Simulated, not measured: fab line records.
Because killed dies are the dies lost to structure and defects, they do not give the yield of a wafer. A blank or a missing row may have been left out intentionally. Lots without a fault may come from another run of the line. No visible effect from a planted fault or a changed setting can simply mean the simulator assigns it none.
Check of tool commonality + flow n5-finfet + 28 wafers sampled across 10 lots

== WHY IT WAS OPENED ==
N5_BEOL_M4_RC_MEAS_101, reading RC_N: flagged on 3 of 10 lots. Wafers without a fault read 15.7 ohm.um, standard deviation 0.52.
Rule: a lot is flagged when every wafer of it that has a number lies more than 4 standard deviations from that mean, or none has a number. The rest of the lots are taken to be sound.

| lot  | measured     | on        | RC_N (ohm.um), wafer by wafer | flag    |
|------|--------------|-----------|-------------------------------|---------|
| L606 | day 8 02:04  | prober-02 | 15.2 14.0 15.8                |         |
| L608 | day 8 20:26  | prober-01 | 16.2 16.2 16.2                |         |
| L610 | day 8 23:56  | prober-02 | 15.1 16.1 15.6                |         |
| L614 | day 10 09:25 | prober-01 | 15.1 15.4 15.4                |         |
| L613 | day 10 21:11 | prober-01 | 16.0 15.8 15.9                |         |
| L618 | day 11 17:02 | prober-02 | 15.4 15.8 15.6                |         |
| L620 | day 11 18:13 | prober-01 | 21.3 21.1 20.9                | FLAGGED |
| L619 | day 11 19:22 | prober-02 | 21.8 21.2                     | FLAGGED |
| L622 | day 12 19:31 | prober-01 | 21.5 20.9                     | FLAGGED |
| L623 | day 12 20:11 | prober-02 | 15.5 15.8 15.7                |         |
The numbers of the flagged lots are 21.2 ohm.um on average: +5.5 ohm.um against the usual, or +11 standard deviations.

== LOT BY LOT: THE TOOL USED ==
The record holds 4 process steps before the reading, out of a route of 1938 steps. Every cell lists first the tool, next ch and the chambers used by the sampled wafers, and last the start.
| lot  | flag    | N5_MOL_CONTACT_COAG_ETCH_59       | N5_MOL_CONTACT_COAG_IMPLANT_129 | N5_MOL_CONTACT_COAG_SIL_ANNEAL_21 | N5_MOL_CONTACT_COAG_PRE_CLEAN_141 |
|------|---------|-----------------------------------|---------------------------------|-----------------------------------|-----------------------------------|
| L606 |         | rie-diel-01 ch 0,2,3, day 4 23:09 | implanter-02 ch 0, day 4 23:36  | rtp-anneal-01 ch 0, day 5 00:34   | pvd-sputter-01, day 5 02:52       |
| L608 |         | rie-diel-01 ch 0,3, day 5 09:24   | implanter-02 ch 0, day 5 09:48  | rtp-anneal-01 ch 0, day 5 14:03   | pvd-sputter-01, day 5 14:34       |
| L610 |         | rie-diel-05 ch 2,3, day 6 01:58   | implanter-02 ch 0, day 6 02:24  | rtp-anneal-01 ch 0, day 6 03:20   | pvd-sputter-03, day 6 03:44       |
| L614 |         | rie-diel-01 ch 1,2,3, day 6 22:34 | implanter-02 ch 0, day 6 22:57  | rtp-anneal-02 ch 0, day 7 00:38   | pvd-sputter-01, day 7 01:11       |
| L613 |         | rie-diel-03 ch 0,3, day 6 17:24   | implanter-01 ch 0, day 6 17:48  | rtp-anneal-01 ch 0, day 6 18:46   | pvd-sputter-03, day 6 19:19       |
| L618 |         | rie-diel-03 ch 2,3, day 8 01:36   | implanter-02 ch 0, day 8 02:10  | rtp-anneal-01 ch 0, day 8 03:44   | pvd-sputter-01, day 8 04:31       |
| L620 | FLAGGED | rie-diel-01 ch 0,1, day 8 09:49   | implanter-02 ch 0, day 8 10:14  | rtp-anneal-01 ch 0, day 8 11:50   | pvd-sputter-01, day 8 12:24       |
| L619 | FLAGGED | rie-diel-01 ch 0,1, day 8 02:37   | implanter-02 ch 0, day 8 03:05  | rtp-anneal-02 ch 0, day 8 04:12   | pvd-sputter-02, day 8 06:41       |
| L622 | FLAGGED | rie-diel-01 ch 1,2,3, day 8 23:52 | implanter-02 ch 0, day 9 00:17  | rtp-anneal-02 ch 0, day 9 01:21   | pvd-sputter-02, day 9 02:11       |
| L623 |         | rie-diel-01 ch 2,3, day 9 05:13   | implanter-01 ch 0, day 9 05:37  | rtp-anneal-01 ch 0, day 9 08:06   | pvd-sputter-03, day 9 09:02       |
What the steps here do:
- N5_MOL_CONTACT_COAG_ETCH_59: etches underlayer in N2/H2, target depth 13 nm, time 10.4 s.
- N5_MOL_CONTACT_COAG_IMPLANT_129
- N5_MOL_CONTACT_COAG_SIL_ANNEAL_21: time 60 s.
- N5_MOL_CONTACT_COAG_PRE_CLEAN_141: time 60 s.
- N5_BEOL_M4_RC_MEAS_101

== FLAGGED AGAINST TOTAL, ONE TOOL AT A TIME (gauges that did the reading follow at the end) ==
| step                              | tool           | lots run | flagged | share of the flagged lots | sound lots run after its first flagged lot |
|-----------------------------------|----------------|----------|---------|---------------------------|--------------------------------------------|
| N5_MOL_CONTACT_COAG_ETCH_59       | rie-diel-01    | 7        | 3       | all                       | 1 (L623)                                   |
| N5_MOL_CONTACT_COAG_ETCH_59       | rie-diel-03    | 2        | 0       | none                      | -                                          |
| N5_MOL_CONTACT_COAG_ETCH_59       | rie-diel-05    | 1        | 0       | none                      | -                                          |
| N5_MOL_CONTACT_COAG_IMPLANT_129   | implanter-01   | 2        | 0       | none                      | -                                          |
| N5_MOL_CONTACT_COAG_IMPLANT_129   | implanter-02   | 8        | 3       | all                       | 0                                          |
| N5_MOL_CONTACT_COAG_SIL_ANNEAL_21 | rtp-anneal-01  | 7        | 1       | some                      | 1 (L623)                                   |
| N5_MOL_CONTACT_COAG_SIL_ANNEAL_21 | rtp-anneal-02  | 3        | 2       | some                      | 0                                          |
| N5_MOL_CONTACT_COAG_PRE_CLEAN_141 | pvd-sputter-01 | 5        | 1       | some                      | 0                                          |
| N5_MOL_CONTACT_COAG_PRE_CLEAN_141 | pvd-sputter-02 | 2        | 2       | some                      | 0                                          |
| N5_MOL_CONTACT_COAG_PRE_CLEAN_141 | pvd-sputter-03 | 3        | 0       | none                      | -                                          |
| N5_BEOL_M4_RC_MEAS_101            | prober-01      | 5        | 2       | some                      | 0                                          |
| N5_BEOL_M4_RC_MEAS_101            | prober-02      | 5        | 1       | some                      | 1 (L623)                                   |

== THE TABLE: WHAT IT ALLOWS ==
Table rows that saw every flagged lot: 2, namely rie-diel-01 at N5_MOL_CONTACT_COAG_ETCH_59 and implanter-02 at N5_MOL_CONTACT_COAG_IMPLANT_129.
- rie-diel-01 at N5_MOL_CONTACT_COAG_ETCH_59: 3 of its 7 lots flagged. Sound lots ran on it after the first flagged one (L623), which a lasting fault on the whole tool wouldn't allow.
- implanter-02 at N5_MOL_CONTACT_COAG_IMPLANT_129: 3 of its 8 lots flagged. Its last sound lot is L618 (day 8 02:10), its first flagged lot L619 (day 8 03:05): a fault that began between those two fits. Its own readings lie more than 4 standard deviations out on every wafer of the flagged lots: beam-energy-keV, end-station-pressure-torr.
One tool is left: implanter-02 at N5_MOL_CONTACT_COAG_IMPLANT_129.

== WHAT THE SIMULATOR PUT IN ==
Process parameter drift: implanter-02, from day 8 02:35 on, at N5_MOL_CONTACT_COAG_IMPLANT_129. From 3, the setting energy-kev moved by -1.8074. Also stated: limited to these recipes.
Struck lots among those shown: L620, L619, L622. This agrees with what the rule above found.
